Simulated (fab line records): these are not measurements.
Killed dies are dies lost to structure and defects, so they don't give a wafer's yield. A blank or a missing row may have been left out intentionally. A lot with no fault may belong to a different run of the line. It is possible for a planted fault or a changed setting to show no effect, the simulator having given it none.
Split-lot study | flow n5-finfet | 21 wafers read across 7 lots, on a route 1938 steps long

== ABOUT THE SPLIT ==
At N5_SDB_EXPOSE_08 (exposes mask SDB), the setting dose-mj was moved away from the recipe's 49.6 on 8 of the 21 wafers read, by -6.9% to +7.2%. All remaining wafers had this setting at the recipe value.

== FROM THE SPLIT TO THE READING: what the file shows between them, 2 steps ==
- N5_SDB_PEB_09: peb time 60 s
- N5_SDB_DEVELOP_10: develop time 30 s

== THE READING ==
At N5_SDB_CD_MEAS_11: cd-nm in nanometres, against a target cd of 50 nm. On this fab line, fault-free wafers typically give 49.5 nm with a standard deviation of 1.1 nm.

wafer  | tool, chamber at the split | dose-mj as run | against the recipe | cd-nm, nm | against lot-mates on the recipe
L074.1 | arfi-scanner-01, 0         | 51.49          | +3.8%              | 54.4      | +6.1
L074.3 | arfi-scanner-01, 0         | 49.6           | recipe             | 48.3      | -
L074.5 | arfi-scanner-01, 0         | 51.49          | +3.8%              | 52.8      | +4.5
L077.3 | arfi-scanner-03, 0         | 50.84          | +2.5%              | 50.0      | +1.5
L077.4 | arfi-scanner-03, 0         | 50.84          | +2.5%              | 51.7      | +3.2
L077.6 | arfi-scanner-03, 0         | 49.6           | recipe             | 48.5      | -
L081.4 | arfi-scanner-03, 0         | 46.19          | -6.9%              | 42.7      | -6.8
L081.5 | arfi-scanner-03, 0         | 46.19          | -6.9%              | 42.1      | -7.4
L081.6 | arfi-scanner-03, 0         | 49.6           | recipe             | 49.5      | -
L083.2 | arfi-scanner-01, 0         | 48.61          | -2.0%              | 47.1      | -3.6
L083.3 | arfi-scanner-01, 0         | 49.6           | recipe             | 51.0      | -
L083.6 | arfi-scanner-01, 0         | 49.6           | recipe             | 50.4      | -
L087.1 | arfi-scanner-02, 0         | 49.6           | recipe             | 48.1      | -
L087.3 | arfi-scanner-02, 0         | 49.6           | recipe             | 49.1      | -
L087.4 | arfi-scanner-02, 0         | 49.6           | recipe             | 48.9      | -
L093.2 | arfi-scanner-03, 0         | 49.6           | recipe             | 51.1      | -
L093.4 | arfi-scanner-03, 0         | 49.6           | recipe             | 49.8      | -
L093.6 | arfi-scanner-03, 0         | 49.6           | recipe             | 47.4      | -
L096.3 | arfi-scanner-02, 0         | 53.17          | +7.2%              | 57.4      | +8.0
L096.4 | arfi-scanner-02, 0         | 49.6           | recipe             | 50.1      | -
L096.6 | arfi-scanner-02, 0         | 49.6           | recipe             | 48.7      | -

FIT RESULTS
A straight line over all 21 wafers: cd-nm changes by +1.03 nm for each +1% of dose-mj; r = +0.95; the points scatter about the line by 1.1 nm.
The same after taking each lot's own level away (the mean of its wafers on the recipe; 21 wafers): +1.12 nm for each +1%; r = +0.97; scatter 0.94 nm.
Per that fit: largest dose-mj move, reading shift of 8 nm.
The lots' own levels span 48.30 to 50.70 nm, that is 2.2 times the standard deviation above.
Hence the lot-to-lot level has little effect on the slope; both slopes agree.
Check: for one of the wafers moved furthest among these (+7.2%), held out of the fit, the line's prediction against its lot-mates is +8.12 nm. Against them it came out at +8 nm.

== OTHER SPLITS APPLIED TO THESE WAFERS ==
Note: prior to the reading, these wafers also went through further splits. Each is held against what the fit with the lots' levels taken away leaves over:
other split on the same wafers       | wafers away from the commonest value | r with cd-nm (lot level and that fit taken away)
N5_SD_EPI_N_EPI_21 epi-growth-time-s | 9                                    | +0.05

== FILE'S OWN FIT ==
cd-nm changes by +1.12 nm for each +1% of dose-mj, r = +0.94.
